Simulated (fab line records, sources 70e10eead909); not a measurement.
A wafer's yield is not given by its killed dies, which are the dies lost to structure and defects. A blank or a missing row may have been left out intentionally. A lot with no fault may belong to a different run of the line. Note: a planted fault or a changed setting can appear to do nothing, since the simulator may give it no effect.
Chamber matching :: flow nand_harc :: 4 sister chambers for NHARC_A_STAIRCASE_TRIM_12 on rie_diel-07
The step chemistry O2, time 211.2 s. 16 wafers are shown with their chamber, then 8 later ones without.

== WAFERS, EACH WITH ITS CHAMBER ==
wafer: L075.1
chamber: 1
drypump_motor_current_A (A): 5.7
showerhead_plenum_p_Torr (Torr): 3.46
oes_product_au (a.u.): 0.988

wafer: L075.4
chamber: 2
drypump_motor_current_A (A): 5.9
showerhead_plenum_p_Torr (Torr): 3.50
oes_product_au (a.u.): 0.996

wafer: L075.5
chamber: 3
drypump_motor_current_A (A): 6.2
showerhead_plenum_p_Torr (Torr): 3.41
oes_product_au (a.u.): 1.000

wafer: L077.3
chamber: 0
drypump_motor_current_A (A): 6.5
showerhead_plenum_p_Torr (Torr): 3.73
oes_product_au (a.u.): 1.002

wafer: L077.4
chamber: 3
drypump_motor_current_A (A): 6.1
showerhead_plenum_p_Torr (Torr): 3.41
oes_product_au (a.u.): 1.009

wafer: L077.6
chamber: 3
drypump_motor_current_A (A): 6.1
showerhead_plenum_p_Torr (Torr): 3.41
oes_product_au (a.u.): 1.013

wafer: L078.1
chamber: 1
drypump_motor_current_A (A): 5.7
showerhead_plenum_p_Torr (Torr): 3.46
oes_product_au (a.u.): 0.997

wafer: L078.4
chamber: 2
drypump_motor_current_A (A): 5.9
showerhead_plenum_p_Torr (Torr): 3.49
oes_product_au (a.u.): 0.998

wafer: L078.6
chamber: 0
drypump_motor_current_A (A): 6.5
showerhead_plenum_p_Torr (Torr): 3.72
oes_product_au (a.u.): 1.001

wafer: L080.4
chamber: 3
drypump_motor_current_A (A): 6.2
showerhead_plenum_p_Torr (Torr): 3.40
oes_product_au (a.u.): 0.997

wafer: L080.5
chamber: 2
drypump_motor_current_A (A): 5.9
showerhead_plenum_p_Torr (Torr): 3.49
oes_product_au (a.u.): 0.990

wafer: L080.6
chamber: 3
drypump_motor_current_A (A): 6.1
showerhead_plenum_p_Torr (Torr): 3.40
oes_product_au (a.u.): 1.002

wafer: L089.1
chamber: 0
drypump_motor_current_A (A): 6.5
showerhead_plenum_p_Torr (Torr): 3.70
oes_product_au (a.u.): 0.998

wafer: L089.2
chamber: 1
drypump_motor_current_A (A): 5.7
showerhead_plenum_p_Torr (Torr): 3.44
oes_product_au (a.u.): 0.994

wafer: L089.3
chamber: 2
drypump_motor_current_A (A): 5.9
showerhead_plenum_p_Torr (Torr): 3.48
oes_product_au (a.u.): 0.994

wafer: L090.1
chamber: 0
drypump_motor_current_A (A): 6.5
showerhead_plenum_p_Torr (Torr): 3.70
oes_product_au (a.u.): 1.001

SIGNATURES (averages over the wafers above)
reading: drypump_motor_current_A
chamber 0: 6.500
chamber 1: 5.700
chamber 2: 5.900
chamber 3: 6.140
scatter within a chamber: 0.0316

reading: showerhead_plenum_p_Torr
chamber 0: 3.7125
chamber 1: 3.4533
chamber 2: 3.4900
chamber 3: 3.4060
scatter within a chamber: 0.0103

reading: oes_product_au
chamber 0: 1.00050
chamber 1: 0.99300
chamber 2: 0.99450
chamber 3: 1.00420
scatter within a chamber: 0.00466
Rule: a wafer's distance from a chamber is the root of the sum, over the readings, of the square of ((its reading less the chamber's mean) divided by the reading's scatter). If the next closest chamber is less than 2 further off than the closest, the wafer can't be placed; otherwise it belongs to the closest. How the scatter is found: for the shown wafers, subtract from each reading the mean of its chamber, square and add these, divide the total by (wafers less chambers), then take the root.

== WAFERS WHOSE CHAMBER IS MISSING ==
wafer: L090.5
drypump_motor_current_A (A): 6.5
showerhead_plenum_p_Torr (Torr): 3.70
oes_product_au (a.u.): 1.006

wafer: L090.6
drypump_motor_current_A (A): 6.1
showerhead_plenum_p_Torr (Torr): 3.39
oes_product_au (a.u.): 0.995

wafer: L092.1
drypump_motor_current_A (A): 6.5
showerhead_plenum_p_Torr (Torr): 3.70
oes_product_au (a.u.): 1.006

wafer: L092.3
drypump_motor_current_A (A): 5.7
showerhead_plenum_p_Torr (Torr): 3.44
oes_product_au (a.u.): 1.003

wafer: L092.6
drypump_motor_current_A (A): 6.1
showerhead_plenum_p_Torr (Torr): 3.38
oes_product_au (a.u.): 1.002

wafer: L097.2
drypump_motor_current_A (A): 6.1
showerhead_plenum_p_Torr (Torr): 3.37
oes_product_au (a.u.): 1.003

wafer: L097.3
drypump_motor_current_A (A): 5.7
showerhead_plenum_p_Torr (Torr): 3.43
oes_product_au (a.u.): 0.999

wafer: L097.5
drypump_motor_current_A (A): 6.1
showerhead_plenum_p_Torr (Torr): 3.37
oes_product_au (a.u.): 1.013

== THE CHAMBER EACH PASSED THROUGH ==
wafer: L090.5
from the rows above: 0
in truth: 0

wafer: L090.6
from the rows above: 3
in truth: 3

wafer: L092.1
from the rows above: 0
in truth: 0

wafer: L092.3
from the rows above: 1
in truth: 1

wafer: L092.6
from the rows above: 3
in truth: 3

wafer: L097.2
from the rows above: 3
in truth: 3

wafer: L097.3
from the rows above: 1
in truth: 1

wafer: L097.5
from the rows above: 3
in truth: 3
Correct placement for 8 of the 8. Number that these rows cannot place: 0. Placed wrongly: 0.
